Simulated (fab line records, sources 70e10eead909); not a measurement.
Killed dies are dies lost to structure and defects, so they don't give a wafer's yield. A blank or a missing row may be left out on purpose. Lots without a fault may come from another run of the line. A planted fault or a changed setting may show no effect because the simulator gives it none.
Chamber matching | flow nand_harc | NHARC_A_SGD_CUT_ETCH_58 on rie_diel-04: 4 sister chambers
The step etches the open film in CF4, target depth 39 nm, time 65 s. 20 wafers are shown with their chamber, then 10 later ones without.

WAFERS WITH THEIR CHAMBER
wafer  | chamber | showerhead_plenum_p_Torr (Torr) | drypump_motor_current_A (A) | rf_vpp_V (V)
L076.2 | 3       | 1.66                            | 6.4                         | 151.7
L076.3 | 1       | 1.73                            | 5.1                         | 150.7
L076.6 | 0       | 1.86                            | 5.9                         | 152.4
L074.2 | 0       | 1.86                            | 5.9                         | 152.4
L074.4 | 3       | 1.66                            | 6.4                         | 149.2
L074.6 | 0       | 1.86                            | 5.9                         | 153.7
L082.2 | 0       | 1.86                            | 5.9                         | 153.0
L082.3 | 2       | 1.66                            | 5.7                         | 150.1
L082.6 | 1       | 1.72                            | 5.1                         | 151.2
L084.3 | 0       | 1.86                            | 5.9                         | 152.2
L084.4 | 2       | 1.66                            | 5.7                         | 150.3
L084.5 | 3       | 1.66                            | 6.3                         | 149.3
L088.2 | 1       | 1.72                            | 5.1                         | 151.7
L088.5 | 3       | 1.66                            | 6.4                         | 150.0
L088.6 | 2       | 1.66                            | 5.7                         | 150.4
L090.2 | 1       | 1.72                            | 5.1                         | 149.2
L090.5 | 2       | 1.66                            | 5.7                         | 149.7
L090.6 | 1       | 1.72                            | 5.1                         | 151.8
L091.2 | 3       | 1.66                            | 6.3                         | 149.5
L091.3 | 2       | 1.66                            | 5.7                         | 152.0

SIGNATURES (means of the wafers above)
reading                  | chamber 0 | chamber 1 | chamber 2 | chamber 3 | scatter within a chamber
showerhead_plenum_p_Torr | 1.8600    | 1.7220    | 1.6600    | 1.6600    | 0.00224
drypump_motor_current_A  | 5.900     | 5.100     | 5.700     | 6.360     | 0.0274
rf_vpp_V                 | 152.740   | 150.920   | 150.500   | 149.940   | 0.913
Rule: a wafer's distance from a chamber is the root of the sum, over the readings, of the square of ((its reading less the chamber's mean) divided by the reading's scatter). The wafer belongs to the nearest chamber; if the next one is less than 2 further off, it can't be placed. The scatter: the root of (the sum of the squares of (reading less its chamber's mean) over the shown wafers, divided by (wafers less chambers)).

WAFERS WITHOUT THEIR CHAMBER
wafer  | showerhead_plenum_p_Torr (Torr) | drypump_motor_current_A (A) | rf_vpp_V (V)
L091.6 | 1.86                            | 5.9                         | 152.5
L092.2 | 1.66                            | 6.4                         | 149.8
L092.3 | 1.66                            | 5.7                         | 149.1
L092.6 | 1.66                            | 6.3                         | 149.8
L095.1 | 1.65                            | 5.7                         | 149.3
L095.2 | 1.86                            | 5.9                         | 152.3
L095.4 | 1.66                            | 6.4                         | 150.0
L097.2 | 1.86                            | 5.9                         | 152.0
L097.5 | 1.66                            | 6.4                         | 150.3
L097.6 | 1.65                            | 5.7                         | 148.7

WHICH CHAMBER EACH WENT THROUGH
wafer  | from the rows above | in truth
L091.6 | 0                   | 0
L092.2 | 3                   | 3
L092.3 | 2                   | 2
L092.6 | 3                   | 3
L095.1 | 2                   | 2
L095.2 | 0                   | 0
L095.4 | 3                   | 3
L097.2 | 0                   | 0
L097.5 | 3                   | 3
L097.6 | 2                   | 2
Placed correctly: 10 of 10. Can't be placed from these rows: 0. Placed wrongly: 0.
